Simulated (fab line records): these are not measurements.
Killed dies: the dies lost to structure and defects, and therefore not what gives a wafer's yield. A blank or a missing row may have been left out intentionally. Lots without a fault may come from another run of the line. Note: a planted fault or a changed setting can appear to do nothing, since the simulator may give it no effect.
Problem report in the 8D (eight disciplines) form, filled by code	flow n5_finfet	the parts of the form that need people (team, actions taken, sign-off) are left out

## 1. WHAT IS WRONG
cd_nm at N5_HKMG_FIN_CD_MEAS_12 reads a mean of 53.6 nm on 4 wafers of 3 lots; wafers without a fault read 93.3 nm with a standard deviation of 0.56. Relative to the usual mean, that is a shift of -71 standard deviations.
The step: target cd 92.8 nm.
Seen first at day 5 13:16 on cd_sem-02, wafer L927.2. Wafers with a number at this step in the record: 24, from 9 lots. By rule, "out" or "out of limits" means more than 4 standard deviations away from the usual mean. The rest of the wafers with a number are treated as sound.

## 2. WHAT IT IS, WHAT IT ISN'T
question	is	is not
which readings at this step	cd_nm	-
which lots	L927, L932, L933	L924, L934, L939, L942, L943, L944
which wafers of those lots	L927.2, L927.5, L932.2, L933.2	L932.6, L933.6
read on which gauges	cd_sem-01, cd_sem-02	cd_sem-03
when	from day 5 13:16	up to then (3 sound wafers); but 17 sound wafers of L932, L933, L934, L939, L942, L943, L944 came after

## 3. WHAT RULES OUT EACH SUSPECT
Counting: a tool at a process step up to the reading stays a suspect if it ran every lot that is out. Sound lots after the first of them don't rule it out here, since some wafers of a struck lot are sound.
- the gauge at N5_HKMG_FIN_CD_MEAS_12 has been ruled out. Those wafers that are out were read across 2 gauges (cd_sem-01, cd_sem-02).
- litho_track-03 at N5_HKMG_FIN_PEB_10 (peb time 60 s): kept. Every lot that is out went through it, the first being L927 (day 5 13:12); the last sound lot it ran before that was L924 (day 4 19:59).
Left after counting: litho_track-03 at N5_HKMG_FIN_PEB_10.

## 4. THE CAUSE (what the simulator had put in)
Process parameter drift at N5_HKMG_FIN_PEB_10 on litho_track-03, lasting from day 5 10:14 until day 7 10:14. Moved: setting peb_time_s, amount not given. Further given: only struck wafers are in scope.
Counting left only this tool.

## 5. SEQUENCE OF EFFECTS, ordered by route
Each row: a reading whose mean over the struck wafers that have a number lies more than 3 standard deviations from the usual. Readings are gone through only where the record gives a usual standard deviation; hours: the median, over the lots, of the time from a lot's start at the first step in this table giving one to that lot's start at this step; sigmas: the change measured in usual standard deviations.
hours	step	reading	usual	on struck wafers	change	sigmas
0	N5_HKMG_FIN_CD_MEAS_12	cd_nm	93.3 nm	53.6	-39.7	-71
185	N5_PASSIVATION_PROBE_49	defect_limited_yield	91.2 %	0.0	-91.2	-61
185	N5_PASSIVATION_PROBE_49	killed_at_front_end	41	1124	+1083	+98
185	N5_PASSIVATION_PROBE_49	killed_dies	104	1180	+1076	+60
185	N5_PASSIVATION_PROBE_49	killed_on_rim	14	152	+138	+34
185	N5_PASSIVATION_PROBE_49	sort_bin_5_function	5.1 %	96.8	+91.7	+83
185	N5_PASSIVATION_PROBE_49	sort_n_pass	1076	0	-1076	-60
185	N5_PASSIVATION_PROBE_49	sort_yield_pct	91.2 %	0.0	-91.2	-61
The process steps in it:
- N5_PASSIVATION_PROBE_49

## 6. HOW IT WOULD HAVE BEEN CAUGHT EARLIER
In this record the first reading out of limits at a measuring or inspecting step was taken at day 5 13:16, 3 hours after the fault began at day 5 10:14.
Among the 3 lots that are out, L932, L933 began N5_HKMG_FIN_PEB_10 on litho_track-03 after day 5 13:16. A hold on the tool at that time would have spared those 2.
